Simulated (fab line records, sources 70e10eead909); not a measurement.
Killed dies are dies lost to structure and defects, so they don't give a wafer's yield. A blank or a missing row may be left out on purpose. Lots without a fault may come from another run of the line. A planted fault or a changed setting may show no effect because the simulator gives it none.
Which tool did it? | flow nand_harc | 12 lots, 36 wafers sampled, at 6 steps of a route of 1302

WHAT THE GAUGES READ, wafer by wafer
NHARC_P_STI_INSPECT_11. Usual: raw_defect_count 5.5, standard deviation 2.7.
lot  | measured     | on                | raw_defect_count | flag
L498 | day 2 21:04  | defect_inspect-01 | 4 7 8            |
L501 | day 4 01:22  | defect_inspect-02 | 9 4 3            |
L503 | day 4 21:49  | defect_inspect-01 | 4 4 5            |
L504 | day 5 10:13  | defect_inspect-01 | 2 6 3            |
L506 | day 6 02:53  | defect_inspect-02 | 5 6 9            |
L508 | day 6 23:29  | defect_inspect-02 | 7 9 3            |
L510 | day 7 20:37  | defect_inspect-02 | 791 726 731      | OFF
L511 | day 8 04:33  | defect_inspect-02 | 716 772 736      | OFF
L518 | day 11 07:23 | defect_inspect-01 | 2 7 1            |
L519 | day 11 18:10 | defect_inspect-02 | 4 11 6           |
L520 | day 11 22:28 | defect_inspect-02 | 6 6 7            |
L521 | day 12 09:35 | defect_inspect-01 | 8 10 5           |

NHARC_END_SORT_01. Usual: killed_at_array 52, standard deviation 17; killed_at_other 0.8, standard deviation 1.1; killed_at_periphery 3.2, standard deviation 2.2; killed_dies 57, standard deviation 17; killed_open 3.4, standard deviation 1.8; killed_short 2.4, standard deviation 1.6.
lot  | measured     | on        | killed_at_array | killed_at_other | killed_at_periphery | killed_dies | killed_open | killed_short | flag
L510 | day 29 16:45 | prober-02 | 43 41 36        | 0 2 0           | 437 415 440         | 480 458 476 | 3 2 2       | 3 3 1        | OFF
L511 | day 29 16:42 | prober-01 | 27 42 29        | 0 0 0           | 424 423 427         | 451 465 456 | 1 0 4       | 0 3 0        | OFF

WHICH TOOL RAN EACH LOT (tool, then ch and the chambers of the sampled wafers, then the start)
lot  | NHARC_P_STI_OXIDE_29          | NHARC_P_GATE_ALD_36               | NHARC_P_GATE_DESCUM_61             | NHARC_P_GATE_STRIP_76
L498 | furnace-07 ch 0, day 2 08:46  | ald_sin-02 ch 0,2,3, day 5 07:25  | rie_diel-09 ch 1,2,3, day 5 19:54  | plasma_asher-02 ch 0,1, day 5 20:31
L501 | furnace-02 ch 0, day 3 14:01  | ald_sin-02 ch 0,1,2, day 6 10:03  | rie_diel-10 ch 0,1,2, day 6 21:25  | plasma_asher-01 ch 0,1, day 6 22:04
L503 | furnace-01 ch 0, day 4 10:28  | ald_sin-03 ch 0,2,3, day 7 07:33  | rie_diel-10 ch 0,1,2, day 7 16:53  | plasma_asher-02 ch 0,1, day 7 17:31
L504 | furnace-02 ch 0, day 4 22:51  | ald_sin-02 ch 0,1,3, day 7 14:18  | rie_diel-10 ch 0,1,2, day 8 01:44  | plasma_asher-01 ch 0,1, day 8 02:23
L506 | furnace-07 ch 0, day 5 15:36  | ald_sin-02 ch 0,1, day 8 05:44    | rie_diel-09 ch 0,2,3, day 8 18:24  | plasma_asher-01 ch 0,1, day 8 19:01
L508 | furnace-01 ch 0, day 6 12:14  | ald_sin-04 ch 1,2, day 9 07:40    | rie_diel-10 ch 1,2, day 9 20:14    | plasma_asher-01 ch 0,1, day 9 20:52
L510 | furnace-07 ch 0, day 7 09:11  | ald_sin-03 ch 0,1,2, day 10 06:56 | rie_diel-09 ch 1,2,3, day 10 19:19 | plasma_asher-01 ch 0,1, day 10 19:58
L511 | furnace-07 ch 0, day 7 17:14  | ald_sin-04 ch 0,1,3, day 10 08:09 | rie_diel-10 ch 1,2, day 10 19:38   | plasma_asher-02 ch 0,1, day 10 20:18
L518 | furnace-01 ch 0, day 10 20:03 | ald_sin-03 ch 0,1,3, day 13 15:29 | rie_diel-13 ch 0,1, day 14 03:46   | plasma_asher-01 ch 0,1, day 14 04:25
L519 | furnace-07 ch 0, day 11 05:52 | ald_sin-02 ch 0,2, day 14 06:08   | rie_diel-10 ch 0,3, day 14 18:30   | plasma_asher-01 ch 0,1, day 14 19:11
L520 | furnace-07 ch 0, day 11 11:09 | ald_sin-04 ch 1,2, day 14 05:22   | rie_diel-10 ch 2,3, day 14 17:51   | plasma_asher-02 ch 0,1, day 14 18:29
L521 | furnace-07 ch 0, day 11 22:16 | ald_sin-03 ch 0,2,3, day 14 15:29 | rie_diel-13 ch 0,3, day 15 03:44   | plasma_asher-01 ch 0,1, day 15 04:23
- NHARC_P_STI_OXIDE_29: material SiO2, target thk 10 nm, ox time 1362 s.
- NHARC_P_GATE_ALD_36: deposits SiNx, target thk 20 nm, pulse time 60 s, ald cycles 223.
- NHARC_P_GATE_DESCUM_61: chemistry O2, time 3 s.
- NHARC_P_GATE_STRIP_76: strips in O2.

WHAT THE TOOLS THEMSELVES READ (means of the sampled wafers that have a number; where no wafer has one, the mark that the record gives instead)
NHARC_P_STI_OXIDE_29. Usual: spike_tc_bottom_C 918.4 C, standard deviation 1.3; zone_power_upper_pct 18.0 %, standard deviation 0.64.
lot  | tool       | spike_tc_bottom_C (C) | zone_power_upper_pct (%) | flag
L498 | furnace-07 | 917.1                 | 17.6                     |
L501 | furnace-02 | 918.8                 | 18.8                     |
L503 | furnace-01 | 919.6                 | 17.8                     |
L504 | furnace-02 | 918.7                 | 19.0                     |
L506 | furnace-07 | 918.3                 | 17.5                     |
L508 | furnace-01 | 919.8                 | 17.9                     |
L510 | furnace-07 | 917.1                 | 17.6                     |
L511 | furnace-07 | 916.9                 | 17.6                     |
L518 | furnace-01 | 919.3                 | 17.7                     |
L519 | furnace-07 | 917.6                 | 17.6                     |
L520 | furnace-07 | 917.8                 | 17.7                     |
L521 | furnace-07 | 918.1                 | 17.8                     |

NHARC_P_GATE_ALD_36. Usual: heater_power_w 826 W, standard deviation 61; precursor_pulse_height_rel 1.004, standard deviation 0.02.
lot  | tool       | heater_power_w (W) | precursor_pulse_height_rel | flag
L498 | ald_sin-02 | 848                | 0.990                      |
L501 | ald_sin-02 | 823                | 1.002                      |
L503 | ald_sin-03 | 816                | 0.996                      |
L504 | ald_sin-02 | 777                | 1.011                      |
L506 | ald_sin-02 | 770                | 0.998                      |
L508 | ald_sin-04 | 919                | 1.019                      |
L510 | ald_sin-03 | 831                | 1.009                      |
L511 | ald_sin-04 | 861                | 0.999                      |
L518 | ald_sin-03 | 813                | 1.016                      |
L519 | ald_sin-02 | 834                | 1.001                      |
L520 | ald_sin-04 | 835                | 1.023                      |
L521 | ald_sin-03 | 790                | 1.020                      |

NHARC_P_GATE_DESCUM_61. Usual: drypump_motor_current_A 5.8 A, standard deviation 0.45; oes_product_au 0.999 a.u., standard deviation 0.0071; rf_vpp_V 57.8 V, standard deviation 0.87; showerhead_plenum_p_Torr 1.91 Torr, standard deviation 0.071; throttle_valve_pct 11.312 %, standard deviation 0.0097.
lot  | tool        | drypump_motor_current_A (A) | oes_product_au (a.u.) | rf_vpp_V (V) | showerhead_plenum_p_Torr (Torr) | throttle_valve_pct (%) | flag
L498 | rie_diel-09 | 5.5                         | 0.992                 | 57.2         | 1.92                            | 11.312                 |
L501 | rie_diel-10 | 6.0                         | 0.997                 | 57.9         | 1.90                            | 11.299                 |
L503 | rie_diel-10 | 6.0                         | 0.995                 | 57.1         | 1.90                            | 11.316                 |
L504 | rie_diel-10 | 6.0                         | 1.005                 | 57.5         | 1.90                            | 11.316                 |
L506 | rie_diel-09 | 5.6                         | 1.000                 | 57.2         | 1.87                            | 11.312                 |
L508 | rie_diel-10 | 6.4                         | 1.001                 | 57.5         | 1.91                            | 11.314                 |
L510 | rie_diel-09 | 5.5                         | 1.000                 | 58.0         | 1.92                            | 11.307                 |
L511 | rie_diel-10 | 6.3                         | 0.998                 | 57.5         | 1.91                            | 11.310                 |
L518 | rie_diel-13 | 5.8                         | 1.004                 | 57.8         | 1.98                            | 11.309                 |
L519 | rie_diel-10 | 5.2                         | 0.992                 | 58.5         | 2.00                            | 11.300                 |
L520 | rie_diel-10 | 6.0                         | 0.994                 | 57.4         | 1.91                            | 11.316                 |
L521 | rie_diel-13 | 5.4                         | 1.002                 | 57.7         | 1.86                            | 11.314                 |

NHARC_P_GATE_STRIP_76. Usual: drypump_motor_current_A 5.5 A, standard deviation 0.37; heater_power_w 336 W, standard deviation 54.
lot  | tool            | drypump_motor_current_A (A) | heater_power_w (W) | flag
L498 | plasma_asher-02 | 5.5                         | 375                |
L501 | plasma_asher-01 | 5.3                         | 281                |
L503 | plasma_asher-02 | 5.5                         | 376                |
L504 | plasma_asher-01 | 5.4                         | 284                |
L506 | plasma_asher-01 | 5.5                         | 289                |
L508 | plasma_asher-01 | 5.3                         | 297                |
L510 | plasma_asher-01 | 5.4                         | 288                |
L511 | plasma_asher-02 | 5.8                         | 351                |
L518 | plasma_asher-01 | 5.3                         | 295                |
L519 | plasma_asher-01 | 5.3                         | 292                |
L520 | plasma_asher-02 | 5.8                         | 356                |
L521 | plasma_asher-01 | 5.3                         | 292                |

THE ANSWER, worked out from the rows above alone
Rule: a lot is off if the mean of its wafers that have a number lies more than 3 standard deviations from the usual mean. A lot without any number at a reading at which 4 lots or more have one is off too. The other lots that the step has rows for count as sound. The gauges are gone through in route order, then the tools' own readings, and for those a lot's mean is taken as printed above. The first step at which some lot is off is used, and at that step the reading that is off furthest; a lot without a number counts as furthest.
Off: L510, L511, at NHARC_P_STI_INSPECT_11 (raw_defect_count).
A tool fits if, at a process step before that reading, it ran every lot that is off, and no sound lot after the first of them. The gauges at NHARC_P_STI_INSPECT_11 aren't tried: what is off there is off at NHARC_END_SORT_01 too, on other tools, and a gauge's error can't cause that. None of those tried fits.

WHAT THE SIMULATOR HAD PUT IN
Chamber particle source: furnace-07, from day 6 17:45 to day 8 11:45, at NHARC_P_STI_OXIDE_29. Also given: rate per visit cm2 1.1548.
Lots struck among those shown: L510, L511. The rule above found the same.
